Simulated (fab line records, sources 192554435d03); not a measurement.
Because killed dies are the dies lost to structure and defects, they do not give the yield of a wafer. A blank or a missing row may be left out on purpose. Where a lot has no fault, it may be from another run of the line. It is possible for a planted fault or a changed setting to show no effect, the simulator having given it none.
Which of the tools did it?	flow n5Finfet	72 wafers from 24 lots sampled at 6 of the route's 1938 steps

## WHAT THE GAUGES SHOWED, per wafer
N5_BEOL_M4_THK_MEAS_53: measures by xrf. Usual: M4_THK 39.7 nm, standard deviation 1.7.
lot	measured	on	M4_THK (nm)	flag
L074	day 8 07:34	filmMetro-02	39.9 38.6 40.2	
L075	day 8 16:44	filmMetro-01	40.6 40.2 41.3	
L076	day 9 01:49	filmMetro-01	38.4 40.6 38.2	
L077	day 9 02:52	filmMetro-01	35.1 38.1 37.5	
L078	day 9 06:34	filmMetro-02	42.4 40.2 40.4	
L079	day 9 06:06	filmMetro-01	42.4 39.0 38.3	
L080	day 10 00:13	filmMetro-01	39.5 38.3 40.5	
L081	day 10 00:29	filmMetro-02	40.3 40.4 40.0	
L082	day 10 08:36	filmMetro-01	40.2 36.9 38.9	
L083	day 10 08:20	filmMetro-01	38.4 39.4 38.3	
L085	day 10 17:25	filmMetro-02	40.7 40.2 39.7	
L084	day 10 15:59	filmMetro-02	40.8 42.2 41.5	
L086	day 11 12:35	filmMetro-01	40.2 40.5 40.2	
L087	day 11 15:30	filmMetro-01	38.5 37.8 42.4	
L089	day 11 20:05	filmMetro-02	40.3 40.9 40.3	
L088	day 12 03:20	filmMetro-02	40.3 39.5 40.6	
L091	day 12 03:14	filmMetro-01	40.6 35.4 40.8	
L090	day 12 13:24	filmMetro-01	41.3 39.3 37.6	
L093	day 12 21:43	filmMetro-01	40.3 39.8 39.7	
L092	day 13 04:31	filmMetro-02	38.9 40.1 36.9	
L094	day 13 16:44	filmMetro-02	35.2 37.6 38.4	
L095	day 13 23:34	filmMetro-01	38.3 39.8 38.4	
L096	day 13 23:14	filmMetro-01	40.2 41.7 40.4	
L097	day 14 07:38	filmMetro-01	41.1 37.4 42.3	

N5_BEOL_M5_CD_MEAS_11: target cd 27.74 nm. Usual: 27.97 nm for cdNm, sd 0.25.
lot	measured	on	cdNm (nm)	flag
L074	day 8 09:54	cdSem-03	27.63 27.67 27.86	
L075	day 8 20:36	cdSem-01	28.29 28.36 28.01	
L076	day 9 06:33	cdSem-03	27.56 28.55 27.56	
L077	day 9 06:45	cdSem-03	28.09 27.82 27.64	
L078	day 9 10:36	cdSem-03	28.22 28.13 27.85	
L079	day 9 10:26	cdSem-03	27.82 28.25 28.01	
L080	day 10 05:02	cdSem-02	27.62 28.20 28.29	
L081	day 10 05:13	cdSem-01	27.89 27.62 27.73	
L082	day 10 12:54	cdSem-03	28.17 28.04 28.17	
L083	day 10 12:28	cdSem-02	28.43 27.79 28.43	
L085	day 10 20:52	cdSem-02	28.45 28.08 27.76	
L084	day 10 20:35	cdSem-03	27.73 28.22 27.94	
L086	day 11 15:17	cdSem-01	27.66 27.84 27.91	
L087	day 11 18:46	cdSem-02	28.13 27.90 28.01	
L089	day 11 23:04	cdSem-02	27.99 27.58 27.55	
L088	day 12 07:43	cdSem-01	27.59 28.29 28.29	
L091	day 12 07:58	cdSem-03	28.30 27.92 27.94	
L090	day 12 17:08	cdSem-03	27.80 27.81 27.82	
L093	day 13 04:40	cdSem-03	28.04 27.86 27.56	
L092	day 13 07:33	cdSem-01	28.27 27.86 27.74	
L094	day 13 20:25	cdSem-03	27.63 27.89 28.32	
L095	day 14 02:58	cdSem-01	28.13 27.72 27.66	
L096	day 14 02:46	cdSem-02	28.34 28.27 28.51	
L097	day 14 12:23	cdSem-02	27.83 27.84 27.84	

## EACH LOT AND THE TOOL THAT RAN IT (in order: tool; ch and the chambers of the sampled wafers; start)
lot	N5_BEOL_M3_ANNEAL_91	N5_BEOL_M4_HM_DEP_02	N5_BEOL_M4_VIA_ETCH_34	N5_BEOL_M4_TRENCH_ETCH_37
L074	pvdSputter-02, day 7 06:47	pvdSputter-01, day 7 10:38	rieDiel-06 ch 0,1, day 7 16:55	rieDiel-06 ch 0,1, day 8 07:34 or earlier
L075	pvdSputter-01, day 7 19:10	pvdSputter-01, day 8 06:29	rieDiel-01 ch 0,2, day 8 08:31	rieDiel-01 ch 0,2, day 8 16:44 or earlier
L076	pvdSputter-01, day 8 12:49	pvdSputter-01, day 8 18:02	rieDiel-03 ch 0,1,2, day 8 21:01	rieDiel-03 ch 0,1,2, day 9 01:49 or earlier
L077	pvdSputter-02, day 8 13:32	pvdSputter-03, day 8 18:34	rieDiel-01 ch 0,1, day 8 23:01	rieDiel-01 ch 0,1, day 9 02:52 or earlier
L078	pvdSputter-01, day 8 19:19	pvdSputter-01, day 8 23:28	rieDiel-03 ch 0,1,2, day 9 02:05	rieDiel-03 ch 0,1,2, day 9 06:34 or earlier
L079	pvdSputter-03, day 8 20:01	pvdSputter-02, day 8 23:32	rieDiel-01 ch 1,2, day 9 02:08	rieDiel-01 ch 1,2, day 9 06:06 or earlier
L080	pvdSputter-02, day 9 01:47	pvdSputter-03, day 9 06:07	rieDiel-01 ch 0,1,2, day 9 20:08	rieDiel-01 ch 0,1,2, day 10 00:13 or earlier
L081	pvdSputter-01, day 9 08:46	pvdSputter-01, day 9 11:19	rieDiel-03 ch 1,3, day 9 20:16	rieDiel-03 ch 1,3, day 10 00:29 or earlier
L082	pvdSputter-03, day 9 19:59	pvdSputter-01, day 9 23:52	rieDiel-01 ch 0,3, day 10 04:29	rieDiel-01 ch 0,3, day 10 08:36 or earlier
L083	pvdSputter-01, day 9 22:55	pvdSputter-01, day 10 00:53	rieDiel-03 ch 0,2,3, day 10 04:39	rieDiel-03 ch 0,2,3, day 10 08:20 or earlier
L085	pvdSputter-01, day 10 03:21	pvdSputter-01, day 10 05:23	rieDiel-03 ch 1,2, day 10 12:51	rieDiel-03 ch 1,2, day 10 17:25 or earlier
L084	pvdSputter-03, day 10 03:43	pvdSputter-02, day 10 05:38	rieDiel-01 ch 0,2,3, day 10 11:34	rieDiel-01 ch 0,2,3, day 10 15:59 or earlier
L086	pvdSputter-02, day 10 23:41	pvdSputter-01, day 11 04:37	rieDiel-03 ch 0,1,2, day 11 08:39	rieDiel-03 ch 0,1,2, day 11 12:35 or earlier
L087	pvdSputter-03, day 11 00:03	pvdSputter-01, day 11 04:52	rieDiel-01 ch 0,2,3, day 11 11:13	rieDiel-01 ch 0,2,3, day 11 15:30 or earlier
L089	pvdSputter-03, day 11 07:43	pvdSputter-01, day 11 09:37	rieDiel-01 ch 2,3, day 11 15:23	rieDiel-01 ch 2,3, day 11 20:05 or earlier
L088	pvdSputter-02, day 11 15:09	pvdSputter-02, day 11 18:11	rieDiel-06 ch 1,2,3, day 11 23:12	rieDiel-06 ch 1,2,3, day 12 03:20 or earlier
L091	pvdSputter-01, day 11 17:41	pvdSputter-02, day 11 19:32	rieDiel-01 ch 0,1, day 11 23:10	rieDiel-01 ch 0,1, day 12 03:14 or earlier
L090	pvdSputter-02, day 11 20:49	pvdSputter-03, day 11 23:39	rieDiel-03 ch 1,2,3, day 12 09:13	rieDiel-03 ch 1,2,3, day 12 13:24 or earlier
L093	pvdSputter-03, day 12 06:32	pvdSputter-03, day 12 08:56	rieDiel-01 ch 1,2,3, day 12 17:44	rieDiel-01 ch 1,2,3, day 12 21:43 or earlier
L092	pvdSputter-01, day 12 06:39	pvdSputter-03, day 12 09:02	rieDiel-06 ch 1,2,3, day 12 21:11	rieDiel-06 ch 1,2,3, day 13 04:31 or earlier
L094	pvdSputter-02, day 12 23:20	pvdSputter-02, day 13 04:21	rieDiel-06 ch 1,2,3, day 13 09:07	rieDiel-06 ch 1,2,3, day 13 16:44 or earlier
L095	pvdSputter-03, day 12 23:46	pvdSputter-03, day 13 14:29	rieDiel-03 ch 1,3, day 13 19:28	rieDiel-03 ch 1,3, day 13 23:34 or earlier
L096	pvdSputter-02, day 13 03:01	pvdSputter-01, day 13 05:17	rieDiel-01 ch 1,2,3, day 13 19:26	rieDiel-01 ch 1,2,3, day 13 23:14 or earlier
L097	pvdSputter-02, day 13 18:30	pvdSputter-03, day 13 20:32	rieDiel-06 ch 0,2,3, day 14 02:52	rieDiel-06 ch 0,2,3, day 14 07:38 or earlier
- N5_BEOL_M3_ANNEAL_91: time 240 s.
- N5_BEOL_M4_HM_DEP_02: deposits TiN, target thk 20 nm.
- N5_BEOL_M4_VIA_ETCH_34: etches the open film in C4F6/O2, target depth 69.4 nm, time 65.9 s.
- N5_BEOL_M4_TRENCH_ETCH_37: etches SiOC in C4F6/O2, target depth 55.555 nm, time 29.2 s.

## AS READ BY THE TOOLS THEMSELVES (means over the sampled wafers that have a number; for cases with no such wafer, the mark the record gives instead)
N5_BEOL_M3_ANNEAL_91. Usual: 824 W for heaterPowerW, sd 110.
lot	tool	heaterPowerW (W)	flag
L074	pvdSputter-02	863	
L075	pvdSputter-01	787	
L076	pvdSputter-01	848	
L077	pvdSputter-02	846	
L078	pvdSputter-01	849	
L079	pvdSputter-03	870	
L080	pvdSputter-02	737	
L081	pvdSputter-01	817	
L082	pvdSputter-03	829	
L083	pvdSputter-01	783	
L085	pvdSputter-01	827	
L084	pvdSputter-03	918	
L086	pvdSputter-02	770	
L087	pvdSputter-03	731	
L089	pvdSputter-03	809	
L088	pvdSputter-02	749	
L091	pvdSputter-01	774	
L090	pvdSputter-02	871	
L093	pvdSputter-03	763	
L092	pvdSputter-01	841	
L094	pvdSputter-02	764	
L095	pvdSputter-03	811	
L096	pvdSputter-02	735	
L097	pvdSputter-02	853	

N5_BEOL_M4_HM_DEP_02. Usual: 30.4 % for throttleValvePct, sd 1.3.
lot	tool	throttleValvePct (%)	flag
L074	pvdSputter-01	29.9	
L075	pvdSputter-01	30.0	
L076	pvdSputter-01	31.6	
L077	pvdSputter-03	30.0	
L078	pvdSputter-01	29.0	
L079	pvdSputter-02	30.3	
L080	pvdSputter-03	30.6	
L081	pvdSputter-01	31.2	
L082	pvdSputter-01	31.0	
L083	pvdSputter-01	29.8	
L085	pvdSputter-01	29.4	
L084	pvdSputter-02	30.2	
L086	pvdSputter-01	30.0	
L087	pvdSputter-01	31.8	
L089	pvdSputter-01	29.0	
L088	pvdSputter-02	30.0	
L091	pvdSputter-02	29.9	
L090	pvdSputter-03	30.6	
L093	pvdSputter-03	29.9	
L092	pvdSputter-03	30.0	
L094	pvdSputter-02	30.1	
L095	pvdSputter-03	30.7	
L096	pvdSputter-01	29.1	
L097	pvdSputter-03	29.9	

N5_BEOL_M4_VIA_ETCH_34. Usual: value, then standard deviation, for each; drypumpMotorCurrentA 5.8 A / 0.53; oes_ar_750_au 0.81 a.u. / 0.082; oes_o_777_au 0.81 a.u. / 0.081; oesProductAu 0.81 a.u. / 0.086; rfVppV 665 V / 12; showerheadPlenumPTorr 2.91 Torr / 0.086; throttleValvePct 30.63 % / 0.26.
lot	tool	drypumpMotorCurrentA (A)	oes_ar_750_au (a.u.)	oes_o_777_au (a.u.)	oesProductAu (a.u.)	rfVppV (V)	showerheadPlenumPTorr (Torr)	throttleValvePct (%)	flag
L074	rieDiel-06	6.0	0.70	0.69	0.70	688	2.94	30.85	
L075	rieDiel-01	5.6	0.83	0.82	0.83	669	3.00	30.58	
L076	rieDiel-03	5.2	0.81	0.83	0.81	664	2.89	30.69	
L077	rieDiel-01	6.1	0.73	0.73	0.73	658	2.88	30.49	
L078	rieDiel-03	5.2	0.81	0.83	0.80	664	2.89	30.70	
L079	rieDiel-01	5.6	0.73	0.73	0.73	651	2.81	30.62	
L080	rieDiel-01	5.8	0.75	0.74	0.75	659	2.89	30.57	
L081	rieDiel-03	5.6	0.75	0.79	0.74	662	2.86	30.68	
L082	rieDiel-01	6.5	0.89	0.90	0.89	673	2.92	30.36	
L083	rieDiel-03	5.4	0.82	0.83	0.83	662	2.84	30.84	
L085	rieDiel-03	5.2	0.78	0.80	0.77	656	2.90	31.01	
L084	rieDiel-01	6.0	0.84	0.84	0.84	671	2.95	30.48	
L086	rieDiel-03	5.2	0.78	0.80	0.78	663	2.88	30.73	
L087	rieDiel-01	6.1	0.82	0.83	0.83	671	2.95	30.50	
L089	rieDiel-01	5.7	0.84	0.85	0.84	672	2.95	30.56	
L088	rieDiel-06	6.1	0.85	0.85	0.85	664	2.91	30.57	
L091	rieDiel-01	5.9	0.88	0.87	0.87	657	3.02	30.48	
L090	rieDiel-03	5.5	0.76	0.79	0.75	659	2.85	30.93	
L093	rieDiel-01	5.9	0.87	0.88	0.87	666	2.97	30.51	
L092	rieDiel-06	6.1	0.83	0.84	0.83	665	2.90	30.59	
L094	rieDiel-06	6.1	0.83	0.84	0.83	664	2.90	30.58	
L095	rieDiel-03	5.8	0.75	0.77	0.75	660	2.80	30.84	
L096	rieDiel-01	5.8	0.86	0.86	0.85	666	2.97	30.51	
L097	rieDiel-06	5.8	0.91	0.91	0.92	663	2.90	30.58	

N5_BEOL_M4_TRENCH_ETCH_37. Usual: value, then standard deviation, for each; drypumpMotorCurrentA 5.8 A / 0.53; oes_ar_750_au 0.81 a.u. / 0.083; oes_o_777_au 0.81 a.u. / 0.082; oesProductAu 0.81 a.u. / 0.086; rfVppV 665 V / 12; showerheadPlenumPTorr 2.91 Torr / 0.086; throttleValvePct 20.76 % / 0.21.
lot	tool	drypumpMotorCurrentA (A)	oes_ar_750_au (a.u.)	oes_o_777_au (a.u.)	oesProductAu (a.u.)	rfVppV (V)	showerheadPlenumPTorr (Torr)	throttleValvePct (%)	flag
L074	rieDiel-06	6.0	0.69	0.69	0.71	689	2.95	20.89	
L075	rieDiel-01	5.6	0.83	0.82	0.83	669	3.00	20.66	
L076	rieDiel-03	5.2	0.81	0.82	0.81	664	2.90	20.82	
L077	rieDiel-01	6.1	0.73	0.73	0.73	658	2.89	20.76	
L078	rieDiel-03	5.2	0.81	0.82	0.81	664	2.90	20.83	
L079	rieDiel-01	5.5	0.73	0.73	0.72	650	2.82	20.79	
L080	rieDiel-01	5.8	0.76	0.75	0.75	659	2.89	20.75	
L081	rieDiel-03	5.6	0.76	0.78	0.75	662	2.86	20.85	
L082	rieDiel-01	6.4	0.88	0.90	0.89	674	2.92	20.55	
L083	rieDiel-03	5.4	0.82	0.83	0.83	662	2.84	20.91	
L085	rieDiel-03	5.2	0.78	0.81	0.77	657	2.90	21.08	
L084	rieDiel-01	6.0	0.85	0.84	0.84	671	2.95	20.64	
L086	rieDiel-03	5.2	0.79	0.80	0.79	664	2.89	20.85	
L087	rieDiel-01	6.0	0.82	0.82	0.82	670	2.95	20.65	
L089	rieDiel-01	5.7	0.85	0.85	0.85	671	2.96	20.65	
L088	rieDiel-06	6.1	0.85	0.86	0.85	664	2.91	20.72	
L091	rieDiel-01	5.9	0.88	0.87	0.88	657	3.02	20.62	
L090	rieDiel-03	5.5	0.76	0.79	0.76	658	2.85	21.03	
L093	rieDiel-01	5.9	0.88	0.88	0.87	666	2.97	20.60	
L092	rieDiel-06	6.1	0.84	0.84	0.84	664	2.91	20.73	
L094	rieDiel-06	6.1	0.83	0.84	0.83	664	2.91	20.74	
L095	rieDiel-03	5.8	0.75	0.78	0.75	660	2.80	20.99	
L096	rieDiel-01	5.8	0.86	0.86	0.86	665	2.97	20.61	
L097	rieDiel-06	5.8	0.91	0.91	0.91	664	2.91	20.65	

## THE ANSWER, worked out from the rows above alone
Rule: a lot is off if the mean of its wafers that have a number lies more than 3 standard deviations from the usual mean. A lot without any number at a reading at which 4 lots or more have one is off too. Where the step has rows for the other lots, those lots are counted as sound. First the gauges in route order, then the tools' own readings, where a lot's mean is used as printed above. The first step at which some lot is off is used, and at that step the reading that is off furthest; a lot without a number counts as furthest.
No lot is off at any reading shown: from this, nothing can be told.

## WHAT THE SIMULATOR HAD PUT IN
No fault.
